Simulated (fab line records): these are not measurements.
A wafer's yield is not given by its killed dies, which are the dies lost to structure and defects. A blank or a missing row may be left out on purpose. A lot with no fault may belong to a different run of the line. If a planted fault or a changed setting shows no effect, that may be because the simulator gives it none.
What tool caused it? | flow nand harc | 33 wafers from 11 lots sampled at 6 of the route's 1302 steps

WHAT THE GAUGES READ, wafer by wafer
NHARC_A_CHANNEL_HOLE_D2_INSPECT_40. Usual: 261 for raw defect count, sd 71.
lot  | measured     | on                | raw defect count        | flag
L321 | day 15 01:31 | defect inspect-01 | 516 638 540 510 643 534 | OFF
L322 | day 15 02:03 | defect inspect-01 | 273 444 379             |
L320 | day 15 05:41 | defect inspect-02 | 557 617 651 543 597 647 | OFF
L332 | day 19 18:19 | defect inspect-01 | 159 141 149             |
L331 | day 19 22:29 | defect inspect-01 | 429 422 275             |
L334 | day 20 05:32 | defect inspect-02 | 372 213 299             |
L336 | day 20 23:44 | defect inspect-01 | 469 240 376             |
L337 | day 21 19:31 | defect inspect-01 | 276 241 216             |
L338 | day 22 12:49 | defect inspect-01 | 183 318 177             |
L339 | day 22 16:16 | defect inspect-01 | 211 252 254             |
L340 | day 23 15:00 | defect inspect-01 | 353 329 351             |

NHARC_END_SORT_01. Usual: killed at array 56, standard deviation 19; killed at other 1.0, standard deviation 1.3; killed at periphery 3.8, standard deviation 2.2; killed dies 61, standard deviation 19; killed open 3.1, standard deviation 1.9; killed short 2.3, standard deviation 1.5.
lot  | measured     | on        | killed at array | killed at other | killed at periphery | killed dies | killed open | killed short | flag
L321 | day 27 04:47 | prober-02 | 156 128 96      | 0 3 0           | 2 0 6               | 158 131 102 | 3 2 4       | 4 5 2        | OFF
L320 | day 26 02:43 | prober-02 | 98 90 73        | 0 0 0           | 5 2 6               | 103 92 79   | 4 2 2       | 1 3 1        |
L331 | day 30 10:43 | prober-01 | 38              | 1               | 1                   | 40          | 4           | 1            |

TOOL THAT RAN EACH LOT (tool first, then ch and the chambers of the sampled wafers, then the start)
lot  | NHARC_A_CHANNEL_HOLE_D2_ETCH_24  | NHARC_A_CHANNEL_HOLE_D2_ETCH_27  | NHARC_A_CHANNEL_HOLE_D2_ETCH_44    | NHARC_A_CHANNEL_FILL_D2_ALD_03
L321 | har etch-01 ch 0,1, day 14 21:41 | har etch-01 ch 0,1, day 14 23:21 | rie diel-05 ch 0,1,3, day 15 00:02 | ald sin batch-01 ch 0, day 27 04:47 or earlier
L322 | har etch-02 ch 0,1, day 14 21:59 | har etch-02 ch 0,1, day 14 23:49 | rie diel-07 ch 0,2, day 15 00:40   | ald sin batch-01 ch 0, no start
L320 | har etch-01 ch 0,1, day 15 02:00 | har etch-01 ch 0,1, day 15 03:34 | rie diel-07 ch 0,2, day 15 04:21   | ald sin batch-01 ch 0, day 26 02:43 or earlier
L332 | har etch-02 ch 0,1, day 19 14:59 | har etch-02 ch 0,1, day 19 16:40 | rie diel-05 ch 0,1, day 19 17:21   | ald sin batch-02 ch 0, no start
L331 | har etch-02 ch 0,1, day 19 19:10 | har etch-02 ch 0,1, day 19 20:49 | rie diel-03 ch 0,2,3, day 19 21:31 | ald sin batch-02 ch 0, day 30 10:43 or earlier
L334 | har etch-01 ch 0,1, day 20 01:58 | har etch-01 ch 0,1, day 20 03:48 | rie diel-05 ch 0,2,3, day 20 04:34 | ald sin batch-01 ch 0, no start
L336 | har etch-01 ch 0,1, day 20 20:05 | har etch-01 ch 0,1, day 20 21:50 | rie diel-03 ch 0,2, day 20 22:34   | ald sin batch-01 ch 0, no start
L337 | har etch-02 ch 0,1, day 21 16:11 | har etch-02 ch 0,1, day 21 17:50 | rie diel-05 ch 1,2, day 21 18:32   | ald sin batch-02 ch 0, no start
L338 | har etch-02 ch 0,1, day 22 09:13 | har etch-02 ch 0,1, day 22 11:05 | rie diel-03 ch 0,1,3, day 22 11:50 | ald sin batch-03 ch 0, no start
L339 | har etch-01 ch 0,1, day 22 12:48 | har etch-01 ch 0,1, day 22 14:34 | rie diel-05 ch 0,1,3, day 22 15:17 | ald sin batch-03 ch 0, no start
L340 | har etch-01 ch 0,1, day 23 11:23 | har etch-01 ch 0,1, day 23 13:14 | rie diel-07 ch 0,1,2, day 23 13:59 | ald sin batch-01 ch 0, no start
- NHARC_A_CHANNEL_HOLE_D2_ETCH_24: etches the open film in C4F8/O2/Ar, time 906.2 s, target depth 1500 nm.
- NHARC_A_CHANNEL_HOLE_D2_ETCH_27: etches the open film in C4F8/O2/Ar, time 90 s, target depth 400 nm.
- NHARC_A_CHANNEL_HOLE_D2_ETCH_44: etches the open film in CF4/O2, target depth 140 nm, overetch 14 nm, time 77 s.
- NHARC_A_CHANNEL_FILL_D2_ALD_03: deposits SiNx, target thk 6 nm, pulse time 60 s, ald cycles 58.

AS READ BY THE TOOLS THEMSELVES (means over the sampled wafers that have a number; for cases with no such wafer, the mark the record gives instead)
NHARC_A_CHANNEL_HOLE_D2_ETCH_24. Usual: drypump motor current A 5.8 A, standard deviation 0.31; showerhead plenum p Torr 3.72 Torr, standard deviation 0.15; throttle valve pct 32.236 %, standard deviation 0.0087.
lot  | tool        | drypump motor current A (A) | showerhead plenum p Torr (Torr) | throttle valve pct (%) | flag
L321 | har etch-01 | 5.7                         | 3.68                            | 32.234                 |
L322 | har etch-02 | 5.8                         | 3.51                            | 32.233                 |
L320 | har etch-01 | 5.7                         | 3.68                            | 32.236                 |
L332 | har etch-02 | 5.7                         | 3.91                            | 32.236                 |
L331 | har etch-02 | 5.7                         | 3.91                            | 32.237                 |
L334 | har etch-01 | 6.0                         | 3.64                            | 32.246                 |
L336 | har etch-01 | 5.9                         | 3.63                            | 32.239                 |
L337 | har etch-02 | 5.7                         | 3.89                            | 32.242                 |
L338 | har etch-02 | 5.7                         | 3.89                            | 32.239                 |
L339 | har etch-01 | 6.0                         | 3.62                            | 32.227                 |
L340 | har etch-01 | 6.0                         | 3.61                            | 32.234                 |

NHARC_A_CHANNEL_HOLE_D2_ETCH_27. Usual: drypump motor current A 5.8 A, standard deviation 0.31; showerhead plenum p Torr 3.77 Torr, standard deviation 0.16; throttle valve pct 27.618 %, standard deviation 0.0092.
lot  | tool        | drypump motor current A (A) | showerhead plenum p Torr (Torr) | throttle valve pct (%) | flag
L321 | har etch-01 | 5.6                         | 3.72                            | 27.618                 |
L322 | har etch-02 | 5.8                         | 3.55                            | 27.620                 |
L320 | har etch-01 | 5.7                         | 3.72                            | 27.617                 |
L332 | har etch-02 | 5.7                         | 3.96                            | 27.622                 |
L331 | har etch-02 | 5.7                         | 3.96                            | 27.615                 |
L334 | har etch-01 | 6.0                         | 3.68                            | 27.624                 |
L336 | har etch-01 | 5.9                         | 3.67                            | 27.614                 |
L337 | har etch-02 | 5.7                         | 3.94                            | 27.626                 |
L338 | har etch-02 | 5.7                         | 3.94                            | 27.608                 |
L339 | har etch-01 | 6.0                         | 3.66                            | 27.618                 |
L340 | har etch-01 | 5.9                         | 3.65                            | 27.616                 |

NHARC_A_CHANNEL_HOLE_D2_ETCH_44. Usual: drypump motor current A 5.8 A, standard deviation 0.41; oes product au 1.002 a.u., standard deviation 0.0095; rf vpp V 197.6 V, standard deviation 1.1; showerhead plenum p Torr 1.32 Torr, standard deviation 0.042; throttle valve pct 13.397 %, standard deviation 0.0091.
lot  | tool        | drypump motor current A (A) | oes product au (a.u.) | rf vpp V (V) | showerhead plenum p Torr (Torr) | throttle valve pct (%) | flag
L321 | rie diel-05 | 5.4                         | 0.997                 | 196.7        | 1.31                            | 13.397                 |
L322 | rie diel-07 | 6.0                         | 1.007                 | 198.6        | 1.33                            | 13.398                 |
L320 | rie diel-07 | 6.2                         | 1.012                 | 198.7        | 1.35                            | 13.395                 |
L332 | rie diel-05 | 5.4                         | 0.991                 | 196.7        | 1.28                            | 13.390                 |
L331 | rie diel-03 | 5.9                         | 1.006                 | 198.2        | 1.35                            | 13.393                 |
L334 | rie diel-05 | 5.3                         | 0.990                 | 196.5        | 1.30                            | 13.396                 |
L336 | rie diel-03 | 5.9                         | 1.016                 | 198.1        | 1.32                            | 13.390                 |
L337 | rie diel-05 | 5.9                         | 1.009                 | 196.9        | 1.28                            | 13.399                 |
L338 | rie diel-03 | 5.8                         | 1.002                 | 197.0        | 1.35                            | 13.394                 |
L339 | rie diel-05 | 5.4                         | 0.995                 | 198.3        | 1.30                            | 13.393                 |
L340 | rie diel-07 | 6.2                         | 1.004                 | 197.8        | 1.32                            | 13.393                 |

NHARC_A_CHANNEL_FILL_D2_ALD_03. Usual: chamber pressure Torr 1.999 Torr, standard deviation 0.0042; precursor pulse height rel 0.999, standard deviation 0.019.
lot  | tool             | chamber pressure Torr (Torr) | precursor pulse height rel | flag
L321 | ald sin batch-01 | 1.998                        | 1.011                      |
L322 | ald sin batch-01 | 2.003                        | 0.997                      |
L320 | ald sin batch-01 | 1.999                        | 1.001                      |
L332 | ald sin batch-02 | 2.003                        | 1.008                      |
L331 | ald sin batch-02 | 2.003                        | 1.016                      |
L334 | ald sin batch-01 | 2.000                        | 0.998                      |
L336 | ald sin batch-01 | 2.003                        | 1.015                      |
L337 | ald sin batch-02 | 2.002                        | 0.987                      |
L338 | ald sin batch-03 | 1.995                        | 1.005                      |
L339 | ald sin batch-03 | 2.000                        | 0.982                      |
L340 | ald sin batch-01 | 1.993                        | 1.005                      |

THE ANSWER, worked out from the rows above alone
Rule: take the mean of a lot's wafers that have a number; if it is more than 3 standard deviations from the usual mean, the lot is off. A lot without any number at a reading at which 4 lots or more have one is off too. All remaining lots with rows at the step are treated as sound. The gauges are gone through in route order, then the tools' own readings, and for those a lot's mean is taken as printed above. The first step at which some lot is off is used, and at that step the reading that is off furthest; a lot without a number counts as furthest.
Off: L321, L320 (NHARC_A_CHANNEL_HOLE_D2_INSPECT_40, raw defect count).
A tool fits if, at a process step before that reading, it ran every lot that is off, and no sound lot after the first of them. Those tools and the gauges at NHARC_A_CHANNEL_HOLE_D2_INSPECT_40 are tried in the same way. None of those tried fits.

WHAT HAD BEEN PUT IN BY THE SIMULATOR
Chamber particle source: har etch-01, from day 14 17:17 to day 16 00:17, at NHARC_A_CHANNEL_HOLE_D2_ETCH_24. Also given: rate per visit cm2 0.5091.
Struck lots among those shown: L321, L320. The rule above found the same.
